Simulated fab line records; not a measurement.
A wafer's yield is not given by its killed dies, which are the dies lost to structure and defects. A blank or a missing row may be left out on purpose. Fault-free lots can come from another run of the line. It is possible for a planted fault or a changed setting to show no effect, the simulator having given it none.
Lot-split experiment / flow n5Finfet / 7 lots, 21 wafers read, on a route of 1938 steps

## THE SPLIT
At N5_FIN_SAQP_SPACER1_ALD_24 (deposits SiO2, target thk 20.3 nm, pulse time 1 s, purge time 2 s), the setting tempC was moved away from the recipe's 300 C on 4 of the 21 wafers read, by -3.5% to +3.0%. For the rest of the wafers, this setting stayed at what the recipe calls for.

## FROM THE SPLIT TO THE READING: what the file shows between them, 2 steps
- N5_FIN_SAQP_SPACER1_ETCHBACK_25: etches SiO2 in CHF3/O2, target depth 24.4 nm, time 12.2 s
- N5_FIN_SAQP_MANDREL1_REMOVE_56: chemistry HBr/Cl2/O2, target a-Si, stops on SiNx, bt time 10 s

## THE READING
cdNm at N5_FIN_SAQP_CD_MEAS_27, given in nm (cd target 20 nm). A value of 20.33 nm with a standard deviation of 0.21 nm is what fault-free wafers of this fab line usually give.

wafer=L075.1; tool, chamber at the split=aldSin-04, 2,3; tempC as run, C=300; against the recipe=recipe; cdNm, nm=20.21; against lot-mates on the recipe=-
wafer=L075.5; tool, chamber at the split=aldSin-04, 2,3; tempC as run, C=300; against the recipe=recipe; cdNm, nm=19.94; against lot-mates on the recipe=-
wafer=L075.6; tool, chamber at the split=aldSin-04, 2; tempC as run, C=289.8; against the recipe=-3.4%; cdNm, nm=21.00; against lot-mates on the recipe=+0.92
wafer=L078.3; tool, chamber at the split=aldSin-01, 3; tempC as run, C=309; against the recipe=+3.0%; cdNm, nm=19.52; against lot-mates on the recipe=-0.66
wafer=L078.5; tool, chamber at the split=aldSin-01, 0,3; tempC as run, C=300; against the recipe=recipe; cdNm, nm=20.29; against lot-mates on the recipe=-
wafer=L078.6; tool, chamber at the split=aldSin-01, 0,3; tempC as run, C=300; against the recipe=recipe; cdNm, nm=20.08; against lot-mates on the recipe=-
wafer=L079.2; tool, chamber at the split=aldSin-03, 2,3,1; tempC as run, C=300; against the recipe=recipe; cdNm, nm=20.38; against lot-mates on the recipe=-
wafer=L079.4; tool, chamber at the split=aldSin-03, 2,3,1; tempC as run, C=300; against the recipe=recipe; cdNm, nm=20.36; against lot-mates on the recipe=-
wafer=L079.6; tool, chamber at the split=aldSin-03, 2,3,1; tempC as run, C=300; against the recipe=recipe; cdNm, nm=20.15; against lot-mates on the recipe=-
wafer=L085.1; tool, chamber at the split=aldSin-01, 2,3; tempC as run, C=300; against the recipe=recipe; cdNm, nm=20.39; against lot-mates on the recipe=-
wafer=L085.2; tool, chamber at the split=aldSin-01, 1; tempC as run, C=307.8; against the recipe=+2.6%; cdNm, nm=20.18; against lot-mates on the recipe=-0.19
wafer=L085.3; tool, chamber at the split=aldSin-01, 2,3; tempC as run, C=300; against the recipe=recipe; cdNm, nm=20.34; against lot-mates on the recipe=-
wafer=L091.3; tool, chamber at the split=aldSin-04, 0,3,3; tempC as run, C=300; against the recipe=recipe; cdNm, nm=20.36; against lot-mates on the recipe=-
wafer=L091.4; tool, chamber at the split=aldSin-04, 0,3,3; tempC as run, C=300; against the recipe=recipe; cdNm, nm=20.07; against lot-mates on the recipe=-
wafer=L091.5; tool, chamber at the split=aldSin-04, 0,3,3; tempC as run, C=300; against the recipe=recipe; cdNm, nm=20.05; against lot-mates on the recipe=-
wafer=L092.2; tool, chamber at the split=aldSin-04, 0,3,3; tempC as run, C=300; against the recipe=recipe; cdNm, nm=20.22; against lot-mates on the recipe=-
wafer=L092.3; tool, chamber at the split=aldSin-04, 0,3,3; tempC as run, C=300; against the recipe=recipe; cdNm, nm=20.54; against lot-mates on the recipe=-
wafer=L092.5; tool, chamber at the split=aldSin-04, 0,3,3; tempC as run, C=300; against the recipe=recipe; cdNm, nm=20.66; against lot-mates on the recipe=-
wafer=L093.3; tool, chamber at the split=aldSin-01, 3; tempC as run, C=289.4; against the recipe=-3.5%; cdNm, nm=20.85; against lot-mates on the recipe=+0.61
wafer=L093.4; tool, chamber at the split=aldSin-01, 1,0; tempC as run, C=300; against the recipe=recipe; cdNm, nm=20.17; against lot-mates on the recipe=-
wafer=L093.5; tool, chamber at the split=aldSin-01, 1,0; tempC as run, C=300; against the recipe=recipe; cdNm, nm=20.31; against lot-mates on the recipe=-
Rows listing several chambers each stand for several wafers; the file does not say which wafer went through which chamber.

FIT RESULTS
A straight line over all 21 wafers: cdNm changes by -0.176 nm for each +1% of tempC; r = -0.79; the points scatter about the line by 0.2 nm.
The same after taking each lot's own level away (the mean of its wafers on the recipe; 21 wafers): -0.195 nm for each +1%; r = -0.88; scatter 0.15 nm.
The reading moves by 0.69 nm for the largest change in tempC, on that fit.
The lots' own levels span 20.075 to 20.473 nm, that is 1.9 times the standard deviation above.
So the lot-to-lot level blurs the effect unless lot-mates are compared.
Check: +0.761 nm against its lot-mates is what the line predicts for one of the wafers moved furthest among these (-3.5%) when that wafer is left out of the fit. It came out at +0.61 nm against them.

## FURTHER SPLITS ON THESE WAFERS
Before the reading, these wafers also passed through other splits. Each is held against what the fit with the lots' levels taken away leaves over:
other split on the same wafers=N5_ZERO_LAYER_PECVD_02 timeS; wafers away from the commonest value=9; r with cdNm (lot level and that fit taken away)=-0.06
other split on the same wafers=N5_ZERO_LAYER_COAT_05 spinRpm; wafers away from the commonest value=11; r with cdNm (lot level and that fit taken away)=-0.02
other split on the same wafers=N5_PMOS_HMC_CHANNEL_EPI_EXPOSE_06 doseMj; wafers away from the commonest value=9; r with cdNm (lot level and that fit taken away)=+0.17
other split on the same wafers=N5_PMOS_HMC_CHANNEL_EPI_DEVELOP_08 developTimeS; wafers away from the commonest value=6; r with cdNm (lot level and that fit taken away)=-0.10

## THE WHOLE CHAIN: every reading that the file lists as answering this split, in the file's order
step=N5_FIN_SAQP_MANDREL1_REMOVE_56; what it does=chemistry HBr/Cl2/O2, target a-Si, stops on SiNx, bt time 10 s; reading=FIN_SAQP.cdNm (the simulator's own value, which no gauge read); change (the file's fit)=-0.149 nm for each +1% of the setting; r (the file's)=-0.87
step=N5_FIN_SAQP_CD_MEAS_27; what it does=target cd 20 nm; reading=cdNm; change (the file's fit)=-0.195 nm for each +1% of the setting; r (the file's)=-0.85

## THE FILE'S OWN FIT
cdNm changes by -0.195 nm for each +1% of tempC, r = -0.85.
